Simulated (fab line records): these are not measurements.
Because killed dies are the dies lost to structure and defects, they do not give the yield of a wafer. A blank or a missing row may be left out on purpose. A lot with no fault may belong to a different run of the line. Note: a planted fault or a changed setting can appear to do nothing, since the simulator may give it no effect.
fab line records | flow n5-finfet
[record] lots = 4 | wafers = 12 | last-day = 19
route steps=1938 shown SD_EPI_P@319 SD_ACTIVATION@330 ILD0@335 SDB@347 BEOL_M4@1111 PASSIVATION@1936
lots that met no fault: taken from a fault-free run of the same line
start-h: hours from the record's first day to the start of the lot's first wafer shown | wait-h: time in hours since the lot's previous step | " identical to the entry in the row above | L1.1+2: several wafers, shown together as one row | - value missing, or start not given | * or withheld: withheld | < > ~ a bound
route shown NAME@n: names a module that has steps shown in the file, with the first one's number in the route | usual: mean/standard deviation of fault-free wafers | same: alike in all rows | chamber/n: place in a boat | sites: readings site by site | _std_site: the standard deviation of these | _edge_site: the outer-site mean with the inner-site mean subtracted | radius-mm: for every site, how far away it sits from the centre of the wafer | mask NAME#n: copy n | behind: tool/chamber where the wafer was last shaped | hold: reason for holding the lot/hours on hold/outcome of the hold | device: names the non-switching transistor (n, p or np) | end of line: tests run on the same wafers once the route is complete | a step given without rows: its recipe and nothing more | killed: at the first sort, the dies lost to defects and structure; wafer yield is something else | map: per-die view of a wafer (x killed, . not killed, _ where there is no die)
set.NAME: the run value of the setting; set.NAME@STEP: its run value at that earlier step | model.NAME: the simulator's own value behind a step, which no gauge read
a table for each step, a row for each wafer; lots at some steps of the route
services: from which hour (start-h, from the record's first day; less than 0 if before it) a tool's chamber was out of use, for how many hours, and why
[[steps]]
[step N5_SD_EPI_P_PRECLEAN_51]
[recipe] chemistry = NF3:NH3 | afs-cycles = 1 | temp-c = 30 | time-s = 20 | sublimation-temp-c = 180 | sublimation-time-s = 60 | pressure-torr = 3 | rf-power-w = 30
[step N5_SD_EPI_P_VAPOR_ETCH_44]
[recipe] chemistry = NF3/Ar | target = SiGe30 | temp-c = 25 | time-s = 3.3 | mode = isotropic
[step N5_SD_EPI_P_EPI_21]
[recipe] material = SiGe:B | dopant = B | temp-c = 550 | pressure-torr = 20 | ambient = H2 | time-s = 355
[step N5_SD_EPI_P_HM_STRIP_48]
[recipe] chemistry = H3PO4 | temp-c = 160 | material = SiNx | target = SiNx | target-depth-a = 30 | overetch-fraction = 0.3
[step N5_SD_EPI_P_SRD_49]
[recipe] dry = ipa-marangoni | time-s = 30 | temp-c = 23 | rinse-liquid = diw
[step N5_SD_EPI_P_PRECLEAN_24]
[recipe] chemistry = O3/DIW | time-s = 45 | temp-c = 22 | o3-ppm = 10
[step N5_SD_EPI_P_PRECLEAN_32]
[recipe] chemistry = dHF | time-s = 10 | dilution = 500:1 | temp-c = 25
[step N5_SD_EPI_P_PRECLEAN_33]
[recipe] chemistry = SC2 | time-s = 45 | temp-c = 35 | mix = 1:1:50
[step N5_SD_EPI_P_SRD_25]
[recipe] time-s = 30 | temp-c = 23 | rinse-liquid = diw | dry = ipa-marangoni
[step N5_SD_ACTIVATION_RTA_00]
[recipe] temp-c = 975 | time-s = 0 | ambient = N2 | idle-temp-c = 600 | ramp-up-c-per-s = 150 | ramp-down-c-per-s = 60 | cool-to-c = 600
[step N5_SD_ACTIVATION_LSA_01]
[recipe] temp-c = 1080 | time-s = 0.0008 | ambient = N2
[usual] time-s = 0.0008/0 | wafer_temp_C_max = 1086.5/2.4
lot.wafer | tool            | chamber | start-h | wait-h | time-s | wafer_temp_C_max
L237.2    | laser-anneal-01 | 0       | 63.65   | 0.2    | 0.0008 | 1085.7
L237.4    | "               | 0       | "       | "      | 0.0008 | 1085.0
L237.5    | "               | 0       | "       | "      | 0.0008 | 1085.2
L243.3    | laser-anneal-01 | -       | 109.74  | 0.2    | -      | -
L243.4    | "               | -       | "       | "      | -      | -
L243.6    | "               | -       | "       | "      | -      | -
L244.1    | laser-anneal-02 | -       | 110.32  | 0.2    | -      | -
L244.3    | "               | -       | "       | "      | -      | -
L244.4    | "               | -       | "       | "      | -      | -
L252.1    | laser-anneal-01 | 0       | 152.77  | 0.2    | 0.0008 | 1083.1
L252.3    | "               | 0       | "       | "      | 0.0008 | 1084.6
L252.6    | "               | 0       | "       | "      | 0.0008 | 1084.2
[step N5_SD_ACTIVATION_RS_MEAS_03]
[recipe] thk-meas-gauge = four-point-probe
[usual] RS_SD_N = 21.90/0.25 | RS_SD_P = 56.2/1.1
lot.wafer | tool          | chamber | start-h | wait-h | RS_SD_N[ohm/sq] | RS_SD_P[ohm/sq]
L237.2    | film-metro-02 | -       | 63.84   | 0.2    | 21.79           | 57.4
L237.4    | "             | -       | "       | "      | 21.75           | 57.3
L237.5    | "             | -       | "       | "      | 21.66           | 56.7
L243.3    | film-metro-01 | -       | 109.92  | 0.2    | 29.55           | 58.6
L243.4    | "             | -       | "       | "      | 29.50           | 58.2
L243.6    | "             | -       | "       | "      | 29.71           | 58.1
L244.1    | film-metro-01 | -       | 110.52  | 0.2    | 29.15           | 57.2
L244.3    | "             | -       | "       | "      | 29.59           | 56.1
L244.4    | "             | -       | "       | "      | 30.29           | 55.5
L252.1    | film-metro-01 | -       | 152.97  | 0.2    | 22.11           | 56.6
L252.3    | "             | -       | "       | "      | 22.08           | 57.4
L252.6    | "             | -       | "       | "      | 21.92           | 56.7
[step N5_ILD0_LINER_00]
[recipe] material = SiNx | target-thk-a = 40 | temp-c = 400 | ald-precursor-family = SiH2I2 | ald-co-reactant = N2/H2-plasma | pulse-time-s = 1 | purge-time-s = 2 | co-reactant-purge-time-s = 2 | ald-cycles = 80 | pressure-torr = 2
[step N5_ILD0_FCVD_FILL_01]
[recipe] material = SiO2_flowable | target-thk-a = 2000 | temp-c = 100 | pressure-torr = 0.8 | rf-w = 2000 | time-s = 328.3
[step N5_ILD0_CURE_02]
[recipe] temp-c = 450 | time-s = 1800 | ambient = steam | idle-temp-c = 400 | ramp-up-c-per-min = 5 | ramp-down-c-per-min = 3 | densification-p-h2o-torr = 640
[step N5_ILD0_CMP_03]
[recipe] stop-on = SiNx | t-overpolish-s = 1.9 | post-cmp-clean = alkaline-brush | down-force-psi = 4.1491 | platen-rpm = 51.796 | pad-velocity-m-s = 1.0306 | target-thk-nm = 197.38
[step N5_ILD0_CMP_07]
[recipe] stop-on = poly-Si | material = SiO2_flowable | t-overpolish-s = 1.18 | post-cmp-clean = alkaline-brush | down-force-psi = 4.1491 | platen-rpm = 51.796 | pad-velocity-m-s = 1.0306 | target-thk-nm = 138.88
[step N5_ILD0_PRECLEAN_10]
[recipe] chemistry = NF3:NH3 | afs-cycles = 5 | time-s = 20 | temp-c = 30 | sublimation-temp-c = 180 | sublimation-time-s = 60 | pressure-torr = 3 | rf-power-w = 30
[step N5_ILD0_ALD_15]
[recipe] material = SiNx | target-thk-a = 240 | temp-c = 400 | ald-precursor-family = SiH2I2 | ald-co-reactant = N2/H2-plasma | pulse-time-s = 1 | ald-cycles = 480 | purge-time-s = 2 | co-reactant-purge-time-s = 2 | pressure-torr = 2
[step N5_ILD0_CMP_12]
[recipe] stop-on = poly-Si | material = SiNx | t-overpolish-s = 6 | post-cmp-clean = alkaline-brush | down-force-psi = 2.5 | platen-rpm = 51.8 | pad-velocity-m-s = 1.0307 | target-thk-nm = 17.67
[step N5_SDB_HM_DEP_00]
[recipe] material = SiNx | target-thk-a = 400 | temp-c = 400 | precursor = SiH4/NH3/N2 | pressure-torr = 1.5 | rf-w = 300 | time-s = 35.3
[step N5_SDB_COAT_03]
[recipe] resist = SOC | temp-c = 250 | time-s = 60 | spin-rpm = 1500 | resist-thk-nm = 100
[step N5_SDB_COAT_04]
[recipe] resist = SiARC | temp-c = 220 | time-s = 60 | spin-rpm = 1500 | resist-thk-nm = 18
[step N5_SDB_COAT_05]
[recipe] resist = CAR-ArF | spin-rpm = 1500 | resist-thk-nm = 90
[step N5_SDB_EBR_07]
[recipe] solvent = PGMEA | ebr-width-mm = 1.5
[step N5_SDB_SOFTBAKE_06]
[recipe] temp-c = 110 | time-s = 60 | resist = CAR-ArF
[step N5_SDB_EXPOSE_08]
[recipe] mask-id = SDB | na = 1.35 | source-shape = conventional | sigma-outer = 0.5 | polarization = unpolarized | dose-mj = 49.6
[step N5_SDB_PEB_09]
[recipe] peb-temp-c = withheld | peb-time-s = 60 | resist = CAR-ArF
[step N5_SDB_DEVELOP_10]
[recipe] develop-time-s = 30 | developer = TMAH | resist = CAR-ArF | rinse-liquid = diw | dry = air-spin | dev-temp-c = 23
[step N5_SDB_DESCUM_16]
[recipe] chemistry = O2 | time-s = 7.9 | source-power-w = 50 | bias-power-w = 20 | pressure-mtorr = 20 | rf-frequency-hz = 2.712e+07 | temp-c = 40 | resist = CAR-ArF | o2-flow-sccm = 225
[step N5_SDB_ETCH_17]
[recipe] chemistry = CF4 | target = SiARC | target-depth-a = 234 | mask-material = CAR-ArF | time-s = 39 | ion-energy-ev = 80 | pressure-mtorr = 40 | source-w = 545 | bias-w = 36 | Ar_flow_sccm = 100 | cf4-flow-sccm = 100 | ends = cleared
[step N5_BEOL_M4_RC_MEAS_101]
[usual] DIBL_N = 37.1/2.6 | DIBL_P = 38/3 | IOFF_N = 0.18/0.052 | IOFF_P = 0.25/0.06 | ION_N = 678/15 | ION_P = 467/8.6 | RC_DENSE_N = 19.7/0.6 | RC_N = 16.1/0.49 | REXT_N = 75.8/2 | RS_SD_N = 28.4/0.36 | SS_N = 71.7/0.73 | SS_P = 73.7/0.89 | VT_N = 249/4.3 | VT_P = -248/3.8
lot.wafer | tool      | chamber | start-h | wait-h | DIBL_N[mV/V] | DIBL_P[mV/V] | IOFF_N[nA/um] | IOFF_P[nA/um] | ION_N[uA/um] | ION_P[uA/um] | RC_DENSE_N[ohm.um] | RC_N[ohm.um] | REXT_N[ohm.um] | RS_SD_N[ohm/sq] | SS_N[mV/dec] | SS_P[mV/dec] | VT_N[mV] | VT_P[mV]
L237.2    | prober-02 | 0       | 228.22  | 0.2    | 37.6         | 40           | 0.20          | 0.25          | 665          | 451          | 19.5               | 16.1         | 76.5           | 27.9            | 71.6         | 74.2         | 248      | -251
L237.4    | "         | 0       | "       | "      | 37.6         | 40           | 0.21          | 0.25          | 683          | 463          | 20.5               | 16.8         | 77.9           | 28.0            | 71.7         | 73.8         | 244      | -249
L237.5    | "         | 0       | "       | "      | 38.0         | 40           | 0.19          | 0.22          | 658          | 446          | 20.3               | 16.5         | 77.2           | 28.3            | 72.0         | 74.0         | 246      | -252
L243.3    | prober-02 | 0       | 266.20  | 0.4    | 34.7         | 36           | 0.14          | 0.20          | 655          | 462          | 25.1               | 20.5         | 88.5           | 36.5            | 71.0         | 73.1         | 252      | -251
L243.4    | "         | 0       | "       | "      | 35.8         | 39           | 0.16          | 0.25          | 665          | 473          | 25.5               | 20.8         | 90.7           | 36.3            | 71.7         | 74.2         | 249      | -246
L243.6    | "         | 0       | "       | "      | 37.0         | 40           | 0.18          | 0.27          | 666          | 473          | 25.4               | 20.8         | 90.9           | 36.1            | 71.5         | 74.0         | 249      | -245
L244.1    | prober-02 | 0       | 285.00  | 0.0    | 35.6         | 34           | 0.15          | 0.21          | 672          | 472          | 27.1               | 22.3         | 86.5           | 36.7            | 70.4         | 73.0         | 249      | -248
L244.3    | "         | 0       | "       | "      | 39.6         | 39           | 0.21          | 0.29          | 664          | 466          | 26.6               | 21.9         | 86.7           | 36.9            | 72.9         | 73.9         | 248      | -245
L244.4    | "         | 0       | "       | "      | 41.7         | 41           | 0.30          | 0.35          | 689          | 474          | 25.5               | 20.8         | 85.8           | 37.3            | 72.4         | 75.0         | 242      | -241
L252.1    | prober-01 | 0       | 342.43  | 0.0    | 41.6         | 44           | 0.31          | 0.41          | 703          | 482          | 19.5               | 15.9         | 75.5           | 28.5            | 73.3         | 74.6         | 241      | -237
L252.3    | "         | 0       | "       | "      | 40.9         | 43           | 0.27          | 0.40          | 697          | 481          | 21.0               | 17.0         | 76.6           | 28.5            | 73.0         | 75.1         | 242      | -242
L252.6    | "         | 0       | "       | "      | 41.4         | 44           | 0.28          | 0.44          | 696          | 476          | 19.9               | 16.1         | 75.5           | 28.9            | 72.5         | 75.9         | 242      | -240
[step N5_PASSIVATION_PROBE_49]
[usual] defect-limited-yield = 91.4/1.4 | killed_at_M0_to_M3 = 34/9.1 | killed_at_M4_up = 14/5.2 | killed-at-contacts = 12/6.4 | killed-at-front-end = 38/11 | killed-at-other = 3.7/2.8 | killed-dies = 102/17 | killed-open = 68/13 | killed-short = 32/7.8 | sort_bin_4_leakage = 0.05/0.3 | sort_bin_5_function = 5.1/1 | sort_bin_6_memory = 3.2/0.66 | sort-n-pass = 1076/19 | sort-yield-pct = 91.2/1.6
[same] gross-dies = 1180 | killed-at-back-side = 0 | sort_bin_8_speed[%] = 0
lot.wafer | tool      | chamber | start-h | wait-h | defect-limited-yield[%] | killed_at_M0_to_M3 | killed_at_M4_up | killed-at-contacts | killed-at-front-end | killed-at-other | killed-dies | killed-open | killed-short | sort_bin_4_leakage[%] | sort_bin_5_function[%] | sort_bin_6_memory[%] | sort-n-pass | sort-yield-pct[%]
L237.2    | prober-01 | -       | 335.55  | 0.1    | 90.6                    | 38                 | 10              | 8                  | 55                  | 0               | 111         | 69          | 41           | 0                     | 5.6                    | 3.6                  | 1069        | 90.6
L237.4    | prober-01 | -       | 335.65  | 0.2    | 89.6                    | 47                 | 15              | 7                  | 53                  | 1               | 123         | 85          | 37           | 0                     | 5.9                    | 4.2                  | 1057        | 89.6
L237.5    | prober-01 | -       | 335.70  | 0.2    | 91.4                    | 24                 | 13              | 5                  | 59                  | 1               | 102         | 63          | 39           | 0                     | 5.8                    | 2.4                  | 1078        | 91.4
L243.3    | prober-02 | -       | 369.62  | 0.1    | 91.4                    | 43                 | 11              | 17                 | 26                  | 4               | 101         | 66          | 34           | 0                     | 4.3                    | 4.0                  | 1079        | 91.4
L243.4    | prober-02 | -       | 369.67  | 0.2    | 93.0                    | 32                 | 14              | 8                  | 28                  | 1               | 83          | 58          | 25           | 0                     | 4.3                    | 2.5                  | 1097        | 93.0
L243.6    | prober-02 | -       | 369.77  | 0.3    | 89.7                    | 63                 | 19              | 11                 | 28                  | 1               | 122         | 77          | 43           | 0                     | 6.8                    | 3.2                  | 1058        | 89.7
L244.1    | prober-02 | -       | 392.25  | 0.0    | 90.9                    | 45                 | 14              | 14                 | 31                  | 3               | 107         | 76          | 31           | 0                     | 6.1                    | 2.8                  | 1073        | 90.9
L244.4    | prober-02 | -       | 392.40  | 0.2    | 90.5                    | 38                 | 23              | 8                  | 41                  | 2               | 112         | 88          | 24           | 0                     | 5.6                    | 3.6                  | 1068        | 90.5
L252.1    | prober-01 | -       | 449.12  | 0.0    | 91.4                    | 36                 | 22              | 15                 | 26                  | 3               | 102         | 54          | 47           | 0.34                  | 5.0                    | 3.3                  | 1074        | 91.0
L252.3    | prober-01 | -       | 449.22  | 0.1    | 91.9                    | 23                 | 28              | 11                 | 33                  | 0               | 95          | 67          | 28           | 0.17                  | 4.7                    | 3.1                  | 1083        | 91.8
L252.6    | prober-01 | -       | 449.37  | 0.3    | 90.6                    | 50                 | 17              | 16                 | 27                  | 1               | 111         | 68          | 42           | 0.85                  | 5.3                    | 3.8                  | 1059        | 89.7
// killed by level:class
L237.2 BEOL_M2:geometric-particle:open=11 FIN_SAQP:geometric-particle:open=10 BEOL_M3:geometric-particle:open=10 DUMMY_GATE:geometric-particle:open=9 GATE_CUT:geometric-particle:short=9 FIN_SAQP:geometric-particle:short=7 BEOL_M0_SAQP:geometric-particle:short=7 STI_FIN_REVEAL:geometric-particle:open=5
L237.4 BEOL_M2:geometric-particle:open=14 BEOL_M3:geometric-particle:open=11 FIN_SAQP:geometric-particle:open=9 STI_FIN_REVEAL:geometric-particle:open=9 DUMMY_GATE:geometric-particle:open=8 BEOL_M4:geometric-particle:open=8 GATE_CUT:geometric-particle:short=7 MOL_CONTACT_COAG:geometric-particle:open=7
L237.5 FIN_SAQP:geometric-particle:open=16 BEOL_M0_SAQP:geometric-particle:short=8 STI_FIN_REVEAL:geometric-particle:open=8 BEOL_M2:geometric-particle:open=7 BEOL_M4:geometric-particle:open=7 GATE_CUT:geometric-particle:short=6 GATE_CUT:geometric-particle:open=5 BEOL_M0_SAQP:geometric-particle:open=5
L243.3 BEOL_M0_SAQP:geometric-particle:short=13 MOL_CONTACT_COAG:geometric-particle:open=12 STI_FIN_REVEAL:geometric-particle:open=11 BEOL_M2:geometric-particle:open=10 BEOL_M0_SAQP:geometric-particle:open=9 MOL_CONTACT_COAG:geometric-particle:short=5 GATE_CUT:geometric-particle:open=4 BEOL_M3:geometric-particle:open=4
L243.4 BEOL_M2:geometric-particle:open=10 STI_FIN_REVEAL:geometric-particle:open=8 MOL_CONTACT_COAG:geometric-particle:open=7 BEOL_M5:geometric-particle:open=6 FIN_SAQP:geometric-particle:short=5 BEOL_M3:geometric-particle:open=5 BEOL_M0_SAQP:geometric-particle:short=5 GATE_CUT:geometric-particle:short=3
L243.6 BEOL_M1:geometric-particle:open=15 BEOL_M0_SAQP:geometric-particle:short=14 MOL_CONTACT_COAG:geometric-particle:open=10 BEOL_M2:geometric-particle:open=10 BEOL_M0_SAQP:geometric-particle:open=9 GATE_CUT:geometric-particle:short=6 BEOL_M3:geometric-particle:open=6 BEOL_M5:geometric-particle:open=5
L244.1 MOL_CONTACT_COAG:geometric-particle:open=13 BEOL_M2:geometric-particle:open=12 BEOL_M3:geometric-particle:open=12 FIN_SAQP:geometric-particle:open=7 BEOL_M0_SAQP:geometric-particle:short=7 BEOL_M5:geometric-particle:open=6 BEOL_M1:geometric-particle:open=5 FIN_SAQP:geometric-particle:short=4
L244.4 FIN_SAQP:geometric-particle:open=13 BEOL_M2:geometric-particle:open=13 BEOL_M4:geometric-particle:open=13 BEOL_M3:geometric-particle:open=9 MOL_CONTACT_COAG:geometric-particle:open=7 BEOL_M1:geometric-particle:open=6 DUMMY_GATE:geometric-particle:open=5 SPACER0:geometric-particle:open=4
L252.1 BEOL_M0_SAQP:geometric-particle:short=10 MOL_CONTACT_COAG:geometric-particle:open=9 BEOL_M0_SAQP:geometric-particle:open=7 MOL_CONTACT_COAG:geometric-particle:short=6 FIN_SAQP:geometric-particle:short=5 BEOL_M4:geometric-particle:short=5 BEOL_M4:geometric-particle:open=5 ILD0:geometric-particle:short=4
L252.3 BEOL_M4:geometric-particle:open=12 STI_FIN_REVEAL:geometric-particle:open=11 BEOL_M0_SAQP:geometric-particle:open=6 MOL_CONTACT_COAG:geometric-particle:short=6 BEOL_M5:geometric-particle:open=6 MOL_CONTACT_COAG:geometric-particle:open=5 BEOL_M6:geometric-particle:open=5 GATE_CUT:geometric-particle:short=4
L252.6 BEOL_M0_SAQP:geometric-particle:short=18 BEOL_M0_SAQP:geometric-particle:open=17 MOL_CONTACT_COAG:geometric-particle:open=13 BEOL_M2:geometric-particle:open=8 BEOL_M4:geometric-particle:open=8 GATE_CUT:geometric-particle:short=6 STI_FIN_REVEAL:geometric-particle:open=4 STARTING-WAFER:geometric-particle:short=4
[[services]]
tool            | chamber | start-h | hours | kind
laser-anneal-01 | -       | 41.70   | 3.8   | pm
laser-anneal-02 | -       | 83.55   | 3.2   | repair
laser-anneal-02 | -       | 151.23  | 6.0   | pm
[[key]]
[first-sign] step = N5_SD_ACTIVATION_LSA_01 | reading = tool-record | direction = missing
[effect] step = N5_SD_ACTIVATION_RS_MEAS_03 | reading = RS_SD_N | direction = up | sigmas = 31 | usual = 21.90 | struck = 29.63
[effect] step = N5_BEOL_M4_RC_MEAS_101 | reading = RS_SD_N | direction = up | sigmas = 23 | usual = 28.4 | struck = 36.6
[effect] step = N5_BEOL_M4_RC_MEAS_101 | reading = RC_N | direction = up | sigmas = 10 | usual = 16.1 | struck = 21.2
[effect] step = N5_BEOL_M4_RC_MEAS_101 | reading = RC_DENSE_N | direction = up | sigmas = 10 | usual = 19.7 | struck = 25.9
[effect] step = N5_BEOL_M4_RC_MEAS_101 | reading = REXT_N | direction = up | sigmas = 6.3 | usual = 75.8 | struck = 88.2
met-at N5_SD_ACTIVATION_LSA_01
struck-wafers L243.3,L243.4,L243.6,L244.1,L244.3,L244.4
onset-between 63.65 109.74
[fault] kind = skipped-step-whole | tool = laser-anneal-01,laser-anneal-02 | chamber = - | onset-h = 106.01 | steps = N5_SD_ACTIVATION_LSA_01 | scope = struck-lots-only
